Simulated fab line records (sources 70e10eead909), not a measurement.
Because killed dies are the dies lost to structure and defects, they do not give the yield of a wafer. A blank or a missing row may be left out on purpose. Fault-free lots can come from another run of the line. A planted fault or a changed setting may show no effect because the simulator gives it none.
Which tool did it? | flow nand harc | Sampling: 14 lots, 42 wafers, 5 of 1302 route steps

== WHAT THE GAUGES SHOWED, per wafer ==
NHARC_END_SORT_01.
lot  | measured     | on        | killed at array | killed at other | killed at periphery | killed dies | killed open | killed short
L671 | day 28 21:36 | prober-01 | 160 140 169     | 0 2 1           | 11 12 7             | 171 154 177 | 2 3 3       | 2 4 2
L672 | day 29 06:41 | prober-02 | 131 116 129     | 1 1 1           | 2 2 2               | 134 119 132 | 2 2 4       | 1 2 2

== EACH LOT AND THE TOOL THAT RAN IT (in order: tool; ch and the chambers of the sampled wafers; start) ==
lot  | NHARC_A_ONON_D1_DEP_00           | NHARC_THIN_TSV_STRIP_45              | NHARC_THIN_TSV_PRE_CLEAN_50             | NHARC_THIN_TSV_DEGAS_53
L661 | pecvd onon-04 ch 0, day 8 02:30  | plasma asher-02 ch 0,1, day 24 06:03 | pvd sputter-02, day 24 10:08 or earlier | pvd sputter-02, day 24 10:08
L662 | pecvd onon-04 ch 0, day 8 12:02  | plasma asher-02 ch 0,1, day 24 19:41 | pvd sputter-02, day 24 23:25 or earlier | pvd sputter-03, day 24 23:25
L663 | pecvd onon-01 ch 0, day 9 00:25  | plasma asher-01 ch 0,1, day 25 04:17 | pvd sputter-02, day 25 08:01 or earlier | pvd sputter-02, day 25 08:01
L664 | pecvd onon-04 ch 0, day 9 08:19  | plasma asher-02 ch 0,1, day 25 05:33 | pvd sputter-03, day 25 09:16 or earlier | pvd sputter-02, day 25 09:16
L666 | pecvd onon-02 ch 0, day 9 23:02  | plasma asher-01 ch 0,1, day 26 00:53 | pvd sputter-02, day 26 04:39 or earlier | pvd sputter-01, day 26 04:39
L665 | pecvd onon-04 ch 0, day 9 23:02  | plasma asher-02 ch 0,1, day 26 01:56 | pvd sputter-02, day 26 05:41 or earlier | pvd sputter-03, day 26 05:41
L667 | pecvd onon-04 ch 0, day 10 21:47 | plasma asher-01 ch 0,1, day 27 04:58 | pvd sputter-01, day 27 08:41 or earlier | pvd sputter-02, day 27 08:41
L668 | pecvd onon-02 ch 0, day 10 21:51 | plasma asher-01 ch 1, day 27 01:06   | pvd sputter-02, day 27 04:50 or earlier | pvd sputter-01, day 27 04:50
L669 | pecvd onon-04 ch 0, day 11 14:35 | plasma asher-01 ch 0,1, day 27 22:52 | pvd sputter-03, day 28 02:34 or earlier | pvd sputter-01, day 28 02:34
L670 | pecvd onon-04 ch 0, day 11 22:35 | plasma asher-02 ch 0,1, day 28 06:49 | pvd sputter-01, day 28 10:32 or earlier | pvd sputter-02, day 28 10:32
L671 | pecvd onon-04 ch 0, day 12 04:28 | plasma asher-01 ch 0,1, day 28 07:52 | pvd sputter-02, day 28 11:42 or earlier | pvd sputter-01, day 28 11:42
L672 | pecvd onon-04 ch 0, day 12 15:17 | plasma asher-01 ch 0,1, day 28 16:47 | pvd sputter-03, day 28 20:31 or earlier | pvd sputter-03, day 28 20:31
L681 | pecvd onon-04 ch 0, day 16 11:25 | plasma asher-02 ch 0,1, day 32 12:34 | pvd sputter-02, day 32 14:41            | pvd sputter-02, day 32 16:57
L683 | pecvd onon-01 ch 0, day 17 08:05 | plasma asher-02 ch 0,1, day 32 22:43 | pvd sputter-02, day 33 02:23 or earlier | pvd sputter-02, day 33 02:23
- NHARC_A_ONON_D1_DEP_00: target thk 1000 nm.
- NHARC_THIN_TSV_STRIP_45: strips in O2.
- NHARC_THIN_TSV_PRE_CLEAN_50: time 30 s.
- NHARC_THIN_TSV_DEGAS_53: time 60 s.

== AS READ BY THE TOOLS THEMSELVES (means over the sampled wafers that have a number; for cases with no such wafer, the mark the record gives instead) ==
NHARC_THIN_TSV_STRIP_45.
lot  | tool            | drypump motor current A (A) | heater power w (W)
L661 | plasma asher-02 | 5.4                         | 318
L662 | plasma asher-02 | 5.3                         | 341
L663 | plasma asher-01 | 6.3                         | 361
L664 | plasma asher-02 | 5.3                         | 342
L666 | plasma asher-01 | 6.1                         | 346
L665 | plasma asher-02 | 5.4                         | 320
L667 | plasma asher-01 | 6.1                         | 348
L668 | plasma asher-01 | 6.6                         | 368
L669 | plasma asher-01 | 6.1                         | 349
L670 | plasma asher-02 | 5.4                         | 320
L671 | plasma asher-01 | 6.1                         | 344
L672 | plasma asher-01 | 6.3                         | 360
L681 | plasma asher-02 | 5.4                         | 319
L683 | plasma asher-02 | 5.4                         | 321

NHARC_THIN_TSV_PRE_CLEAN_50.
lot  | tool           | heater power w (W)
L661 | pvd sputter-02 | 405
L662 | pvd sputter-02 | 404
L663 | pvd sputter-02 | 408
L664 | pvd sputter-03 | 392
L666 | pvd sputter-02 | 402
L665 | pvd sputter-02 | 401
L667 | pvd sputter-01 | 367
L668 | pvd sputter-02 | 410
L669 | pvd sputter-03 | 385
L670 | pvd sputter-01 | 387
L671 | pvd sputter-02 | 394
L672 | pvd sputter-03 | 400
L681 | pvd sputter-02 | 383
L683 | pvd sputter-02 | 370

NHARC_THIN_TSV_DEGAS_53.
lot  | tool           | heater power w (W)
L661 | pvd sputter-02 | 465
L662 | pvd sputter-03 | 439
L663 | pvd sputter-02 | 466
L664 | pvd sputter-02 | 470
L666 | pvd sputter-01 | 453
L665 | pvd sputter-03 | 446
L667 | pvd sputter-02 | 473
L668 | pvd sputter-01 | 457
L669 | pvd sputter-01 | 455
L670 | pvd sputter-02 | 440
L671 | pvd sputter-01 | 464
L672 | pvd sputter-03 | 459
L681 | pvd sputter-02 | 445
L683 | pvd sputter-02 | 444

== THE ANSWER, worked out from the rows above alone ==
Rule: the usual values come from the lots themselves. Put in order of their means at a reading, lots are off if they are a third of the lots or fewer, leave a main group of 4 or more, and stand apart from it by a gap of 3 or more times the standard deviation of the main group's means; of several such gaps the widest counts. A main group whose means are all the same, to the digits that the tables above print for the reading, isn't used. A lot without any number at a reading at which 4 lots or more have one is off too. All remaining lots with rows at the step are treated as sound. The gauges are gone through in route order, then the tools' own readings, and for those a lot's mean is taken as printed above. The first step at which some lot is off is used, and at that step the reading that is off furthest; a lot without a number counts as furthest.
No lot is off on any of the readings shown, so nothing can be concluded from this.

== WHAT WAS PUT IN BY THE SIMULATOR ==
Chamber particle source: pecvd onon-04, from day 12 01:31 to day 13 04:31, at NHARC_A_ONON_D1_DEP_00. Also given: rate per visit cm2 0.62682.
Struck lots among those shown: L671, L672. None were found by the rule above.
